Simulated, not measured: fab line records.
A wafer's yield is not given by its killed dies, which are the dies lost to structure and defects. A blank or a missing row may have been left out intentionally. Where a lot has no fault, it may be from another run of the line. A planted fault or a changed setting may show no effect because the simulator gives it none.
Chamber matching | flow n5Finfet | N5_BEOL_M2_PRE_CLEAN_60 on cvdCo-01: 3 sister chambers
The step time 15 s. 3 wafers are shown with their chamber, then 12 later ones without.

== EACH WAFER AND ITS CHAMBER ==
wafer  | chamber | heaterPowerW (W)
L088.4 | 2       | 84
L089.4 | 1       | 83
L089.5 | 0       | 96

== WAFERS WITH NO CHAMBER GIVEN ==
wafer  | heaterPowerW (W)
L092.2 | 85
L092.3 | 81
L092.4 | 79
L093.1 | 82
L093.3 | 97
L093.6 | 83
L095.1 | 82
L095.3 | 96
L095.4 | 84
L097.1 | 98
L097.3 | 87
L097.5 | 85

== CHAMBER TAKEN BY EACH ==
wafer  | from the rows above     | in truth
L092.2 | can't be placed: 2 or 1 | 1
L092.3 | can't be placed: 1 or 2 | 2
L092.4 | can't be placed: 1 or 2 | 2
L093.1 | can't be placed: 1 or 2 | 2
L093.3 | 0                       | 0
L093.6 | can't be placed: 1 or 2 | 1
L095.1 | can't be placed: 1 or 2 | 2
L095.3 | 0                       | 0
L095.4 | can't be placed: 2 or 1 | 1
L097.1 | 0                       | 0
L097.3 | can't be placed: 2 or 1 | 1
L097.5 | can't be placed: 2 or 1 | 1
Placed correctly: 3 of 12. Can't be placed from these rows: 9 (the true chamber is among the candidates in 9). Number placed wrongly: 0.
How it was worked out, from the rows above alone: a wafer's distance from a chamber is the root of the sum, over the readings, of the square of ((its reading less the chamber's mean) divided by the reading's scatter). If the next closest chamber is less than 2 further off than the closest, the wafer can't be placed; otherwise it belongs to the closest. For every chamber, the mean is computed from those of its wafers that are shown. The scatter: with one shown wafer a chamber, the root of the mean of the squares of how far each hidden wafer lies from its nearest shown one.
